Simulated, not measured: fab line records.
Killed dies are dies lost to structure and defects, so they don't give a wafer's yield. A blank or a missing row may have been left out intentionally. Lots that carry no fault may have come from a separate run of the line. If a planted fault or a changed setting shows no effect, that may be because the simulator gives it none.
Matching of chambers | flow n5Finfet | 4 sister chambers for N5_DUMMY_GATE_CMP_04 on cmp-02
The step polishes a-Si. 24 wafers are shown with their chamber, then 12 later ones without.

## WAFERS, EACH WITH ITS CHAMBER
wafer  | chamber | motorCurrentA (A) | timeToEndpointS (s)
L076.1 | 0       | 9.0               | 14.9
L076.4 | 3       | 10.5              | 12.4
L076.6 | 3       | 10.1              | 10.7
L077.1 | 1       | 12.0              | 16.1
L077.5 | 2       | 7.9               | 14.3
L077.6 | 1       | 11.1              | 15.9
L077.2 | 3       | 10.8              | 13.7
L077.3 | 2       | 8.1               | 14.7
L077.4 | 0       | 9.0               | 16.5
L078.3 | 3       | 9.9               | 11.3
L078.4 | 2       | 7.8               | 12.9
L078.6 | 1       | 11.3              | 13.4
L079.2 | 2       | 7.9               | 11.1
L079.3 | 0       | 8.9               | 14.4
L079.5 | 0       | 8.9               | 15.4
L079.1 | 1       | 11.5              | 18.6
L079.4 | 3       | 10.5              | 13.4
L079.6 | 1       | 11.6              | 16.6
L080.1 | 0       | 9.3               | 15.7
L080.2 | 2       | 8.1               | 14.0
L080.3 | 3       | 10.7              | 13.8
L083.1 | 1       | 11.8              | 14.3
L083.3 | 2       | 7.7               | 12.3
L083.6 | 0       | 9.3               | 14.0

SIGNATURES (means of the wafers above)
reading         | chamber 0 | chamber 1 | chamber 2 | chamber 3 | scatter within a chamber
motorCurrentA   | 9.067     | 11.550    | 7.917     | 10.417    | 0.269
timeToEndpointS | 15.150    | 15.817    | 13.217    | 12.550    | 1.39
Rule: a wafer lies at a distance from a chamber equal to the root of the sum of squares, over the readings, of (its reading less the chamber's mean, divided by the reading's scatter). The wafer belongs to the nearest chamber; if the next one is less than 2 further off, it can't be placed. The scatter is the square root of a quotient: the sum, over the shown wafers, of each reading's squared deviation from its chamber's mean, divided by wafers minus chambers.

## WAFERS WITH NO CHAMBER GIVEN
wafer  | motorCurrentA (A) | timeToEndpointS (s)
L084.1 | 10.0              | 15.6
L084.2 | 11.7              | 13.9
L084.5 | 10.0              | 14.1
L087.1 | 11.2              | 13.4
L087.2 | 9.2               | 19.3
L087.3 | 8.0               | 13.3
L088.1 | 8.8               | 14.4
L088.2 | 12.3              | 16.5
L088.3 | 10.1              | 13.7
L090.2 | 10.2              | 14.6
L090.3 | 9.1               | 19.7
L090.5 | 7.8               | 15.6

## THE CHAMBER EACH PASSED THROUGH
wafer  | from the rows above     | in truth
L084.1 | can't be placed: 3 or 0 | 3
L084.2 | 1                       | 1
L084.5 | can't be placed: 3 or 0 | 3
L087.1 | can't be placed: 1 or 3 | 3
L087.2 | 0                       | 0
L087.3 | 2                       | 2
L088.1 | 0                       | 0
L088.2 | 1                       | 1
L088.3 | 3                       | 3
L090.2 | 3                       | 3
L090.3 | 0                       | 0
L090.5 | 2                       | 2
Correctly placed: 9 of 12. Not placeable from these rows: 3 (in 3, the candidates include the true chamber). 0 placed wrongly.
